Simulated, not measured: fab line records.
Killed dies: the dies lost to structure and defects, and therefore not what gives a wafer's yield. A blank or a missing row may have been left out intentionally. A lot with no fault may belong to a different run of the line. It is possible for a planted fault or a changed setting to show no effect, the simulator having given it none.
Chamber matching -- flow nand-harc -- NHARC_A_BLC_STRIP_21 on rie-diel-11 has 4 sister chambers
The step strips in O2. 4 wafers are shown with their chamber, then 9 later ones without.

WAFERS PAIRED WITH THEIR CHAMBERS
wafer,chamber,showerhead-plenum-p-Torr (Torr)
L529.6,1,3.50
L530.1,3,3.43
L530.2,2,3.37
L530.5,0,3.35

WAFERS MISSING THEIR CHAMBER
wafer,showerhead-plenum-p-Torr (Torr)
L531.1,3.35
L531.2,3.37
L531.5,3.50
L538.3,3.50
L538.4,3.43
L538.6,3.50
L542.1,3.37
L542.4,3.43
L542.6,3.34

WHICH CHAMBER EACH WENT THROUGH
wafer,from the rows above,in truth
L531.1,0,0
L531.2,2,2
L531.5,1,1
L538.3,1,1
L538.4,3,3
L538.6,1,1
L542.1,2,2
L542.4,3,3
L542.6,0,0
Placed correctly: 9 of 9. Can't be placed from these rows: 0. Placed wrongly: 0.
How it was worked out, from the rows above alone: a wafer's distance from a chamber is the root of the sum, over the readings, of the square of ((its reading less the chamber's mean) divided by the reading's scatter). If the next closest chamber is less than 2 further off than the closest, the wafer can't be placed; otherwise it belongs to the closest. Each chamber's mean is taken over the wafers shown for it. The scatter: root of mean squared gap, hidden wafer to nearest shown wafer, with one shown wafer a chamber.
